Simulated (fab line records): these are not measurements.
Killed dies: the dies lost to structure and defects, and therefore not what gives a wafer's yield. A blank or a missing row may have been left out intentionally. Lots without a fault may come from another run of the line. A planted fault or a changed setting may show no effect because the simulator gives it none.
fab line records | flow nand-harc | part 1 of 2: steps 1 to 24 of 35
[record] lots = 5 wafers = 15 last-day = 32
route steps=1302 shown A_STAIRCASE@868 A_SGD_CUT@890
lots untouched by any fault: they come from a run of this same line in which no faults occurred
start-h: hours from the record's opening day to when the first of the lot's shown wafers began | wait-h: hours since the lot's step before | " as in the row above | L1.1+2: one row covering several wafers at once | - no value present, or no start provided | * or withheld: withheld | < > ~ a bound
route shown NAME@n: names a module that has steps shown in the file, with the first one's number in the route | usual: average and standard deviation across the fault-free wafers | same: alike in all rows | chamber/n: place in a boat | sites: each site's reading | _std_site: how widely they spread, as a standard deviation | _edge_site: outer sites' mean less inner sites' | radius-mm: for every site, how far away it sits from the centre of the wafer | mask NAME#n: copy n | behind: tool/chamber where the wafer was last shaped | hold: the reason the lot was held/the length of the hold in hours/how it ended | device: the transistor (n, p or np) that didn't switch | end of line: at the end of the route, the tests of the same wafers | a step given without rows: its recipe and nothing more | killed: not the wafer's yield, but the dies lost to structure and defects at the first sort | map: shows each die of a wafer: x if killed, . if not, _ if none is there
set.NAME: the setting that was run; set.NAME@STEP: the one run at that earlier step | model.NAME: the simulator's own value behind a step, which no gauge read
lots at selected steps of the route; one table per step, one row per wafer
services: when a tool's chamber went out of use (start-h, in hours from the record's first day, below 0 if earlier), for how many hours, and the reason
[[steps]]
[step NHARC_A_STAIRCASE_HARDBAKE_442]
[recipe] temp-c = 120 time-s = 140
[same] time-s = 140
// columns lot.wafer tool chamber start-h wait-h
L075.1+4+6 litho-track-02 0 439.49 -
L076.1+2+4 litho-track-02 0 448.17 -
L090.2+3+6 litho-track-07 0 582.69 -
L088.1+3+4 litho-track-03 0 583.00 -
L091.1+3+6 litho-track-02 0 617.77 -
[step NHARC_A_STAIRCASE_DESCUM_443]
[recipe] time-s = 3 o2-flow-sccm = 200 ar-flow-sccm = 0 bias-power-w = 0 chemistry = O2
[usual] drypump-motor-current-A = 5.9/0.48 oes-product-au = 1.000/0.0089 rf-vpp-V = 57.5/0.91 showerhead-plenum-p-Torr = 1.85/0.042 throttle-valve-pct = 11.311/0.0097
[same] time-s = 3
// columns lot.wafer tool chamber start-h wait-h drypump-motor-current-A oes-product-au rf-hours-counter-h rf-vpp-V showerhead-plenum-p-Torr throttle-valve-pct
L075.4 rie-diel-08 1 439.72 - 4.8 1.000 23 59.7 1.88 11.296
L075.1 " 3 " " 6.2 1.021 16 57.5 1.80 11.304
L075.6 " 1 " " 4.8 0.996 - 58.8 1.88 11.309
L076.1 rie-diel-11 0 448.26 - 5.5 0.995 2 57.1 1.92 11.316
L076.4 " 2 " " 6.4 0.991 2 59.2 1.82 11.303
L076.2 " 3 " " 5.9 1.004 2 57.9 1.86 11.310
L090.2 rie-diel-11 2 582.78 - 6.4 1.007 54 57.4 1.81 11.319
L090.3 " 3 " " 5.9 1.004 51 57.2 1.84 11.319
L090.6 " 2 " " 6.3 1.008 - 56.6 1.81 11.308
L088.4 rie-diel-08 2 583.18 - 5.9 1.001 6 58.8 1.87 11.311
L088.1 " 3 " " 6.2 0.994 7 58.4 1.79 11.322
L088.3 " 0 " " 5.3 1.019 7 57.1 1.89 11.297
L091.1 rie-diel-04 3 617.87 - 5.6 0.994 22 57.6 1.79 11.313
L091.3 " 2 " " 6.6 0.993 24 57.0 1.80 11.302
L091.6 " 3 " " 5.6 0.995 - 57.8 1.79 11.308
[step NHARC_A_STAIRCASE_ETCH_444]
[recipe] target-depth-a = 2.04e+05 time-s = 6800 c4f8-flow-sccm = 20 o2-flow-sccm = 10 ar-flow-sccm = withheld rf-w = 600 bias-w = 1000 chemistry = C4F8/O2
[usual] oes-product-au = 0.932/0.016 rf-fwd-power-W = 600.0/1.8 rf-vpp-V = 803.3/2.4
[same] time-s = 6800
// columns lot.wafer tool chamber start-h wait-h oes-product-au rf-fwd-power-W rf-hours-counter-h rf-vpp-V
L075.4 rie-diel-08 2 439.91 0.2 0.939 601.9 18 806.0
L075.1 " 0 " " 0.932 601.3 22 806.2
L075.6 " 3 442.26 2.5 0.947 599.8 - 800.8
L076.4 rie-diel-11 2 448.35 0.1 0.958 598.4 3 802.0
L076.1 " 0 " " 0.955 597.5 3 805.7
L076.2 " 1 " " 0.963 597.9 3 804.8
L090.2 rie-diel-11 2 582.91 0.1 0.914 600.3 55 801.0
L090.3 " 0 " " 0.923 601.2 50 805.6
L090.6 " 3 585.31 2.5 0.935 601.0 - 801.2
L088.3 rie-diel-08 2 586.21 3.0 0.928 598.3 9 805.9
L088.4 " 3 " " 0.933 600.4 12 799.3
L088.1 " 1 " " 0.917 598.9 10 804.6
L091.1 rie-diel-04 2 617.95 0.1 0.924 602.2 25 800.5
L091.3 " 3 " " 0.912 600.7 23 798.9
L091.6 " 3 620.34 2.4 0.901 602.3 - 800.3
[step NHARC_A_STAIRCASE_STRIP_446]
[recipe] power-w = 1500 temp-c = 250 chemistry = O2
[usual] drypump-motor-current-A = 6.0/0.71 heater-power-w = 329/35 rf-refl-power-W = 25.2/1.2 temp-c = 249.97/0.18
// columns lot.wafer tool chamber start-h wait-h drypump-motor-current-A heater-power-w rf-hours-counter-h rf-refl-power-W temp-c
L075.1 plasma-asher-01 1 444.33 0.1 6.2 320 20 - 250.08
L075.4 " 0 " " 6.6 291 - - 250.01
L075.6 " 0 " " 6.6 296 - - 249.99
L076.1 plasma-asher-02 0 452.72 0.0 6.3 313 5 25.3 249.53
L076.2 " 1 " " 4.7 369 5 23.7 249.86
L076.4 " 1 " " 4.7 373 - 24.4 249.99
L090.2 plasma-asher-01 0 587.38 0.1 6.6 286 14 23.7 249.87
L090.3 " 0 " " 6.6 290 - 25.1 249.86
L090.6 " 1 " " 6.3 360 - 26.4 250.09
L088.1 plasma-asher-02 1 590.62 0.1 4.7 370 31 23.9 250.02
L088.4 " 0 " " 6.3 319 - 25.0 250.17
L088.3 " 1 " " 4.7 377 - 23.7 249.79
L091.1 plasma-asher-01 1 622.37 0.0 6.3 352 20 27.4 249.49
L091.3 " 1 " " 6.3 353 - 26.4 249.76
L091.6 " 1 " " 6.3 353 - 26.4 249.68
[step NHARC_A_STAIRCASE_STRIP_447]
[recipe] time-s = 900 temp-c = 130 chemistry = SPM
[usual] temp-c = 129.99/0.14
[same] time-s = 900
// columns lot.wafer tool chamber start-h wait-h temp-c
L075.1 wet-bench-02 0 444.64 0.3 129.93
L075.4 " 2 " " 129.84
L075.6 " 3 " " 129.96
L076.2 wet-bench-04 1 453.08 0.3 129.92
L076.4 " 2 " " 130.01
L076.1 " 5 " " 129.99
L090.3 wet-bench-02 1 587.69 0.2 129.96
L090.2 " 4 " " 130.02
L090.6 " 5 " " 129.98
L088.1 wet-bench-03 7 590.93 0.3 130.00
L088.4 " 0 " " 130.00
L088.3 " 4 " " 129.96
L091.3 wet-bench-04 7 622.71 0.2 130.36
L091.6 " 1 " " 130.15
L091.1 " 4 " " 130.01
[step NHARC_A_STAIRCASE_PRECLEAN_448]
[recipe] time-s = * temp-c = 50 bath-age-min = 0 chemistry = SC1
[usual] diw-flow-mL-min = 1415/4.3 temp-c = 50.00/0.11
[same] time-s = *
// columns lot.wafer tool chamber start-h wait-h diw-flow-mL-min temp-c
L075.1 wet-bench-02 0 - - 1418 49.88
L075.4 " 2 " " 1414 49.81
L075.6 " 3 " " 1418 49.89
L076.2 wet-bench-04 1 - - 1417 50.04
L076.4 " 2 " " 1409 50.04
L076.1 " 5 " " 1422 50.00
L090.3 wet-bench-02 1 - - 1417 50.16
L090.2 " 4 " " 1415 50.03
L090.6 " 5 " " 1410 50.19
L088.1 wet-bench-03 7 - - 1421 50.09
L088.4 " 0 " " 1414 49.97
L088.3 " 4 " " 1420 49.96
L091.3 wet-bench-04 7 - - 1416 50.02
L091.6 " 1 " " 1428 50.04
L091.1 " 4 " " 1417 50.18
[step NHARC_A_STAIRCASE_SRD_449]
// columns lot.wafer tool chamber start-h wait-h
L075.1+4+6 wet-bench-02 0,2,3 - -
L076.2+4+1 wet-bench-04 1,2,5 - -
L090.3+2+6 wet-bench-02 1,4,5 - -
L088.1+4+3 wet-bench-03 7,0,4 - -
L091.3+6+1 wet-bench-04 7,1,4 - -
[step NHARC_A_STAIRCASE_CMP_450]
[recipe] target-thk-nm = 200 material = SiO2
[usual] motor-current-A = 12.5/0.85
// columns lot.wafer tool chamber start-h wait-h motor-current-A
L075.4 cmp-01 0 445.09 - 11.1
L075.1 " 2 " " 13.4
L075.6 " 3 " " 13.6
L076.1 cmp-02 2 453.52 - 12.9
L076.2 " 3 " " 11.4
L076.4 " 0 " " 12.8
L090.2 cmp-01 2 588.14 - 12.5
L090.3 " 3 " " 13.6
L090.6 " 3 " " 13.8
L088.1 cmp-01 0 591.38 - 11.4
L088.3 " 1 " " 13.1
L088.4 " 2 " " 12.9
L091.3 cmp-02 2 623.18 - 12.8
L091.1 " 0 " " 12.7
L091.6 " 2 " " 13.0
[step NHARC_A_STAIRCASE_CMP_152]
[usual] motor-current-A = 12.5/0.86
// columns lot.wafer tool chamber start-h wait-h motor-current-A
L075.4 cmp-01 0 445.16 0.1 11.3
L075.1 " 2 " " 13.6
L075.6 " 3 " " 13.5
L076.1 cmp-02 2 453.60 0.1 12.3
L076.2 " 3 " " 11.5
L076.4 " 0 " " 12.5
L090.2 cmp-01 2 588.21 0.1 13.4
L090.3 " 3 " " 13.4
L090.6 " 3 " " 13.6
L088.1 cmp-01 0 591.45 0.1 11.5
L088.3 " 1 " " 12.8
L088.4 " 2 " " 12.7
L091.3 cmp-02 2 623.25 0.1 13.1
L091.1 " 0 " " 13.1
L091.6 " 2 " " 12.7
[step NHARC_A_STAIRCASE_SRD_154]
// columns lot.wafer tool chamber start-h wait-h
L075.4+6+1 wet-bench-02 4,5,6 445.44 0.0
L076.1+2+4 wet-bench-02 7,1,3 453.88 0.0
L090.2+3+6 wet-bench-02 2,6,7 588.50 0.0
L088.3+4+1 wet-bench-03 1,4,6 591.74 0.0
L091.1+3+6 wet-bench-04 6,7,2 623.53 0.0
[step NHARC_A_STAIRCASE_ETCH_403]
[recipe] target-depth-a = 1082 chemistry = dHF material = SiO2
// columns lot.wafer tool chamber start-h wait-h
L075.4+6+1 wet-bench-02 4,5,6 445.47 0.0
L076.1+2+4 wet-bench-02 7,1,3 453.91 0.0
L090.2+3+6 wet-bench-02 2,6,7 588.53 0.0
L088.3+4+1 wet-bench-03 1,4,6 591.76 0.0
L091.1+3+6 wet-bench-04 6,7,2 623.55 0.0
[step NHARC_A_STAIRCASE_ETCHBACK_422]
[recipe] target-depth-a = 400 over-etch-frac = 0.3 time-s = 74.286 ion-energy-ev = 120 ch3f-flow-sccm = 50 o2-flow-sccm = 30 ar-flow-sccm = 200 rf-w = 500 bias-w = 100 chemistry = CH3F/O2
[usual] ch3f-flow-sccm = 50.01/0.15 drypump-motor-current-A = 5.9/0.41 oes-product-au = 0.96/0.04 rf-fwd-power-W = 496.4/1.5 rf-vpp-V = 243.1/1 showerhead-plenum-p-Torr = 2.38/0.05 throttle-valve-pct = 20.663/0.0087
[same] time-s = 74.286
// columns lot.wafer tool chamber start-h wait-h ch3f-flow-sccm drypump-motor-current-A oes-product-au rf-fwd-power-W rf-hours-counter-h rf-vpp-V showerhead-plenum-p-Torr throttle-valve-pct
L075.4 rie-diel-11 1 445.63 0.2 49.99 5.8 1.00 496.3 2 243.3 2.41 20.668
L075.1 " 2 " " 49.85 6.4 0.99 496.3 2 242.3 2.35 20.655
L075.6 " 0 " " 49.78 5.5 0.99 496.6 - 243.2 2.46 20.656
L076.4 rie-diel-08 2 454.07 0.1 50.06 5.9 0.92 493.4 26 243.8 2.42 20.670
L076.2 " 3 " " 49.99 6.1 0.93 494.8 24 240.9 2.31 20.676
L076.1 " 0 " " 49.88 5.3 0.93 494.4 27 243.8 2.45 20.651
L090.3 rie-diel-04 1 588.67 0.1 49.88 5.8 1.00 496.1 14 243.0 2.41 20.665
L090.2 " 3 " " 49.85 5.6 0.99 494.5 15 243.1 2.31 20.657
L090.6 " 2 " " 49.96 6.6 0.99 497.8 - 242.2 2.32 20.657
L088.3 rie-diel-11 3 591.92 0.2 49.70 5.9 0.92 498.6 57 241.6 2.37 20.652
L088.4 " 0 " " 49.92 5.5 0.92 495.9 53 243.7 2.44 20.666
L088.1 " 1 " " 49.85 5.8 0.91 498.6 52 243.7 2.39 20.664
L091.1 rie-diel-08 0 624.13 0.6 49.95 5.3 0.93 494.8 21 243.2 2.43 20.653
L091.3 " 2 " " 50.19 5.9 0.93 494.8 21 243.9 2.40 20.659
L091.6 " 3 " " 49.96 6.2 0.92 497.6 - 241.9 2.29 20.673
[step NHARC_A_STAIRCASE_ETCH_423]
[recipe] target-depth-a = 300 chemistry = dHF material = SiO2
// columns lot.wafer tool chamber start-h wait-h
L075.4+6+1 wet-bench-02 5,6,7 445.81 0.2
L076.1+2+4 wet-bench-04 4,7,0 454.23 0.1
L090.2+6+3 wet-bench-03 0,2,3 588.84 -
L088.4+3+1 wet-bench-03 5,6,1 592.07 0.1
L091.3+6+1 wet-bench-03 7,0,2 624.31 0.1
[step NHARC_A_STAIRCASE_ETCHBACK_157]
[recipe] target-depth-a = 900 over-etch-frac = 0.3 time-s = 167.14 ion-energy-ev = 120 ch3f-flow-sccm = 50 o2-flow-sccm = 30 ar-flow-sccm = 200 rf-w = 500 bias-w = 100 chemistry = CH3F/O2
[usual] ch3f-flow-sccm = 50.01/0.15 drypump-motor-current-A = 5.9/0.49 oes-product-au = 0.97/0.032 rf-fwd-power-W = 498.3/1.4 rf-vpp-V = 243.3/1 showerhead-plenum-p-Torr = 2.38/0.053 throttle-valve-pct = 20.663/0.0083
[same] time-s = 167.14
// columns lot.wafer tool chamber start-h wait-h ch3f-flow-sccm drypump-motor-current-A oes-product-au rf-fwd-power-W rf-hours-counter-h rf-vpp-V showerhead-plenum-p-Torr throttle-valve-pct
L075.4 rie-diel-11 1 445.97 0.1 50.15 5.8 0.98 498.8 2 243.9 2.41 20.672
L075.1 " 2 " " 50.23 6.3 0.99 497.5 2 244.2 2.35 20.659
L075.6 " 1 " " 49.75 5.8 0.99 499.7 - 243.9 2.41 20.668
L076.4 rie-diel-04 0 454.42 0.1 50.13 6.5 0.93 500.0 27 243.8 2.46 20.678
L076.1 " 1 " " 49.77 5.8 0.93 497.7 29 245.0 2.43 20.661
L076.2 " 3 " " 49.87 5.6 0.92 498.8 23 241.7 2.32 20.666
L090.2 rie-diel-04 2 589.05 0.2 49.90 6.6 0.99 499.3 16 242.8 2.32 20.666
L090.3 " 1 " " 50.01 5.8 1.00 498.2 14 242.5 2.41 20.670
L090.6 " 2 " " 49.93 6.6 1.00 499.5 - 241.5 2.32 20.664
L088.3 rie-diel-11 3 592.29 0.2 49.74 5.8 0.95 499.9 57 243.6 2.37 20.659
L088.4 " 0 " " 50.04 5.5 0.95 500.7 53 242.1 2.44 20.685
L088.1 " 1 " " 50.11 5.8 0.93 497.8 52 244.0 2.39 20.666
L091.3 rie-diel-08 0 624.49 0.2 50.01 5.3 1.01 498.0 21 244.2 2.43 20.669
L091.1 " 1 " " 49.97 4.8 0.99 497.8 21 243.6 2.39 20.664
L091.6 " 1 " " 50.16 4.8 0.99 496.5 - 242.3 2.39 20.649
[step NHARC_A_STAIRCASE_STRIP_475]
[recipe] time-s = 20 o2-flow-sccm = 500 ar-flow-sccm = 0 bias-w = 0 chemistry = O2
[usual] drypump-motor-current-A = 6.0/0.49 oes-product-au = 1.001/0.0088 rf-vpp-V = 57.5/0.84 showerhead-plenum-p-Torr = 3.42/0.074 throttle-valve-pct = 17.037/0.0094
[same] time-s = 20
// columns lot.wafer tool chamber start-h wait-h drypump-motor-current-A oes-product-au rf-hours-counter-h rf-vpp-V showerhead-plenum-p-Torr throttle-valve-pct
L075.1 rie-diel-11 1 - - 5.8 0.993 2 58.2 3.46 17.029
L075.4 " 0 " " 5.5 1.003 2 57.1 3.53 17.051
L075.6 " 1 " " 5.9 0.993 - 57.4 3.46 17.036
L076.2 rie-diel-04 3 - - 5.6 1.003 24 58.7 3.34 17.032
L076.4 " 0 " " 6.5 1.009 27 57.6 3.53 17.039
L076.1 " 1 " " 5.8 1.006 29 57.9 3.49 17.038
L090.3 rie-diel-04 3 - - 5.6 0.999 16 58.7 3.32 17.037
L090.2 " 2 " " 6.7 0.994 16 57.4 3.33 17.028
L090.6 " 3 " " 5.6 0.988 - 59.4 3.32 17.032
L088.1 rie-diel-11 0 - - 5.5 1.011 53 58.2 3.50 17.034
L088.4 " 1 " " 5.8 0.997 52 58.8 3.43 17.043
L088.3 " 2 " " 6.4 0.999 61 56.0 3.34 17.045
L091.3 rie-diel-08 0 - - 5.3 1.015 22 58.2 3.48 17.037
L091.1 " 2 " " 5.9 0.997 23 56.8 3.45 17.041
L091.6 " 3 " " 6.2 0.980 - 56.7 3.30 17.055
[step NHARC_A_STAIRCASE_DEP_471]
[recipe] target-thk-a = 1000 temp-c = 400 pressure-torr = 6.5 rf-w = 900 teos-flow-sccm = 161.4 flow-sccm = 2650 target-thk-nm = 100 gas = O2 material = SiO2
[usual] heater-power-w = 576/85 rf-fwd-power-W = 895.6/3 throttle-valve-pct = 16.0/0.5
// columns lot.wafer tool chamber start-h wait-h heater-power-w rf-fwd-power-W throttle-valve-pct
L075.1 pecvd-01 2 446.31 - 551 896.0 16.5
L075.6 " 0 " " 588 895.7 15.7
L075.4 " 1 " " 499 897.3 16.1
L076.2 pecvd-02 1 454.72 - 640 895.7 15.6
L076.1 " 2 " " 449 893.9 16.7
L076.4 " 1 " " 659 898.1 15.4
L090.3 pecvd-01 1 589.35 - 591 895.2 15.9
L090.2 " 0 " " 565 890.7 16.0
L090.6 " 1 " " 576 891.1 15.8
L088.1 pecvd-01 0 592.55 - 561 893.7 16.1
L088.3 " 2 " " 550 901.1 16.7
L088.4 " 2 " " 563 899.4 16.8
L091.3 pecvd-04 1 625.73 - 450 894.8 16.1
L091.1 " 2 " " 644 893.9 16.0
L091.6 " 0 " " 667 897.9 16.3
[step NHARC_A_STAIRCASE_CMP_472]
[recipe] material = SiO2
[usual] motor-current-A = 12.5/0.92
// columns lot.wafer tool chamber start-h wait-h motor-current-A
L075.1 cmp-03 2 446.55 0.2 12.4
L075.4 " 3 " " 11.1
L075.6 " 2 " " 12.2
L076.4 cmp-01 3 455.02 0.2 13.8
L076.2 " 0 " " 10.6
L076.1 " 1 " " 12.7
L090.2 cmp-01 3 589.64 0.2 12.8
L090.3 " 1 " " 12.4
L090.6 " 3 " " 14.2
L088.3 cmp-01 1 592.85 0.2 12.6
L088.4 " 2 " " 13.0
L088.1 " 3 " " 14.0
L091.3 cmp-01 0 626.01 0.2 11.4
L091.1 " 1 " " 13.3
L091.6 " 1 " " 13.2
[step NHARC_A_STAIRCASE_SRD_474]
// columns lot.wafer tool chamber start-h wait-h
L075.6+1+4 wet-bench-03 4,5,6 446.79 0.0
L076.2+1+4 wet-bench-03 6,0,1 455.25 0.0
L090.6+2+3 wet-bench-02 4,6,1 589.88 0.0
L088.1+4+3 wet-bench-02 2,6,7 593.08 0.0
L091.1+6+3 wet-bench-04 6,7,2 626.27 0.0
[step NHARC_A_STAIRCASE_INSPECT_155]
[usual] raw-defect-count = 420/120
// columns lot.wafer tool chamber start-h wait-h raw-defect-count
L075.1 defect-inspect-01 - 446.87 0.1 394
L075.4 " - " " 480
L075.6 " - " " 474
L076.1 defect-inspect-01 - 455.34 0.1 339
L076.2 " - " " 577
L076.4 " - " " 468
L090.2 defect-inspect-02 - 589.96 0.1 276
L090.3 " - " " 273
L090.6 " - " " 280
L088.1 defect-inspect-01 - 593.16 0.1 226
L088.3 " - " " 292
L088.4 " - " " 281
L091.1 defect-inspect-02 - 626.35 0.1 330
L091.3 " - " " 477
L091.6 " - " " 363
[step NHARC_A_SGD_CUT_DEP_00]
[recipe] target-thk-a = 500 temp-c = 400 target-thk-nm = 50 flow-sccm = 200 rf-w = 450 material = SiNx
[usual] heater-power-w = 731/110 rf-fwd-power-W = 448.1/1.5
// columns lot.wafer tool chamber start-h wait-h heater-power-w rf-fwd-power-W
L075.1 pecvd-03 0 446.97 0.1 852 449.0
L075.4 " 2 " " 813 450.0
L075.6 " 0 " " 860 447.0
L076.1 pecvd-02 1 455.43 0.1 761 449.2
L076.2 " 2 " " 689 444.4
L076.4 " 0 " " 695 450.3
L090.3 pecvd-03 1 590.03 0.1 555 448.2
L090.2 " 2 " " 779 448.3
L090.6 " 0 " " 751 446.8
L088.1 pecvd-04 1 593.23 0.1 652 447.7
L088.3 " 0 " " 796 448.6
L088.4 " 2 " " 921 448.4
L091.3 pecvd-02 2 626.45 0.1 639 448.0
L091.1 " 0 " " 737 446.9
L091.6 " 1 " " 856 448.8
[step NHARC_A_SGD_CUT_DEHYDRATE_01]
[recipe] temp-c = 150 time-s = 120
[same] time-s = 120
// columns lot.wafer tool chamber start-h wait-h
L075.1+4+6 litho-track-01 0 447.21 0.2
L076.1+2+4 litho-track-04 0 455.68 0.2
L090.2+3+6 litho-track-01 0 590.30 0.2
L088.1+3+4 litho-track-01 0 593.50 0.2
L091.1+3+6 litho-track-06 0 626.69 0.2
[step NHARC_A_SGD_CUT_HMDS_02]
[recipe] time-s = 30
[same] time-s = 30
// columns lot.wafer tool chamber start-h wait-h
L075.1+4+6 litho-track-01 0 - -
L076.1+2+4 litho-track-04 0 - -
L090.2+3+6 litho-track-01 0 - -
L088.1+3+4 litho-track-01 0 - -
L091.1+3+6 litho-track-06 0 - -
[step NHARC_A_SGD_CUT_COAT_56]
[recipe] temp-c = 260 time-s = 75
[same] time-s = 75
// columns lot.wafer tool chamber start-h wait-h
L075.1+4+6 litho-track-01 0 - -
L076.1+2+4 litho-track-04 0 - -
L090.2+3+6 litho-track-01 0 - -
L088.1+3+4 litho-track-01 0 - -
L091.1+3+6 litho-track-06 0 - -
[step NHARC_A_SGD_CUT_COAT_57]
[recipe] temp-c = 225 time-s = 65
[same] time-s = 65
// columns lot.wafer tool chamber start-h wait-h
L075.1+4+6 litho-track-01 0 - -
L076.1+2+4 litho-track-04 0 - -
L090.2+3+6 litho-track-01 0 - -
L088.1+3+4 litho-track-01 0 - -
L091.1+3+6 litho-track-06 0 - -
